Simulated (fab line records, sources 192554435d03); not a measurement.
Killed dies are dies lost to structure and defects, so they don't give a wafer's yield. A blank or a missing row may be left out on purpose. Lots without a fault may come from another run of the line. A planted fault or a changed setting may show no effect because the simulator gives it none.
One fault seen from 2 desks | flow n5_finfet | each desk has only its own numbers; what lay behind them comes last

THE TOOL OWNER'S DESK: euv_scanner-02
The tool's own readings at N5_BEOL_M4_EXPOSE_25 (exposes mask V3, defocus 5 nm): means of the sampled wafers that have a number, for each lot that ran on this tool. A lot is out of limits, marked OUT, if its mean lies more than 4 standard deviations from the usual mean; the brackets give that distance.
Columns: A = exposure_dose_mJ_cm2 at N5_BEOL_M4_EXPOSE_25, usual 62.80
lot  | first seen here | A
L662 | day 8 05:31     | 62.81
L663 | day 8 13:23     | 62.87
L665 | day 8 17:21     | 62.82
L667 | day 9 11:25     | 62.86
L674 | day 11 04:50    | 62.91
L675 | day 11 04:53    | 62.87
This desk's finding: nothing out of limits on any of the 6 lots.

THE METROLOGY DESK
What the gauges read, lot by lot, whatever tool the lot ran on: means of the sampled wafers that have a number. A lot is out of limits, marked OUT, if its mean lies more than 4 standard deviations from the usual mean; the brackets give that distance. Of its 12 readings 7 are shown: the one that was out of limits first, and those that lie furthest out on some lot.
Columns: A = cd_nm at N5_BEOL_M4_CD_MEAS_18, usual 18.0 nm; B = V3_OVL at N5_BEOL_M4_OVL_MEAS_29, usual -0.5 nm; C = DIBL_N at N5_BEOL_M4_RC_MEAS_101, usual 36.3 mV/V; D = IOFF_P at N5_BEOL_M4_RC_MEAS_101, usual 0.204 nA/um; E = SS_N at N5_BEOL_M4_RC_MEAS_101, usual 71.5 mV/dec; F = VT_N at N5_BEOL_M4_RC_MEAS_101, usual 250.2 mV; G = VT_P at N5_BEOL_M4_RC_MEAS_101, usual -251 mV
lot  | first seen here | A    | B              | C    | D     | E    | F     | G
L662 | day 8 05:13     | 18.0 | -0.2           | 35.0 | 0.208 | 71.4 | 249.3 | -249
L663 | day 8 13:13     | 18.1 | 0.3            | 36.5 | 0.196 | 71.1 | 246.5 | -254
L665 | day 8 17:02     | 18.4 | -0.4           | 36.8 | 0.231 | 71.0 | 248.1 | -247
L667 | day 9 11:08     | 18.4 | -0.6           | 36.0 | 0.179 | 71.3 | 252.7 | -256
L674 | day 11 04:38    | 18.0 | 9.6 (+18) OUT  | 36.1 | 0.165 | 71.4 | 251.6 | -256
L675 | day 11 04:43    | 18.2 | 10.7 (+20) OUT | 38.2 | 0.207 | 72.2 | 248.7 | -250
L676 | day 11 12:38    | 18.3 | -0.6           | 35.6 | 0.199 | 71.2 | 250.2 | -254
L678 | day 11 23:28    | 17.5 | -0.8           | 34.8 | 0.184 | 71.3 | 252.1 | -251
L683 | day 13 12:01    | 18.1 | -0.6           | 35.9 | 0.183 | 71.7 | 251.2 | -253
This desk's finding: out of limits on L674, L675; first on L674, day 11 04:59 (V3_OVL at N5_BEOL_M4_OVL_MEAS_29). In limits: L662, L663, L665, L667, L676, L678, L683.

PUT TOGETHER
The metrology desk could have raised an alarm at day 11 04:59, on L674, L675.
The tool owner's desk saw nothing out of limits.
The tool owner's desk has L674, L675 on record, within its limits.
Of the lots named, all ran N5_BEOL_M4_EXPOSE_25 on euv_scanner-02.

WHAT THE SIMULATOR HAD PUT IN
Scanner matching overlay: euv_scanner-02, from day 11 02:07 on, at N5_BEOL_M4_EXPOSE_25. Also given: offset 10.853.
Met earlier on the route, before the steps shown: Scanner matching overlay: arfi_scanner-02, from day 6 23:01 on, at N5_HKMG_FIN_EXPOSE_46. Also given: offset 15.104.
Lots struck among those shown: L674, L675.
Hours from the fault's start to each desk's first reading out of limits: the metrology desk, 3.
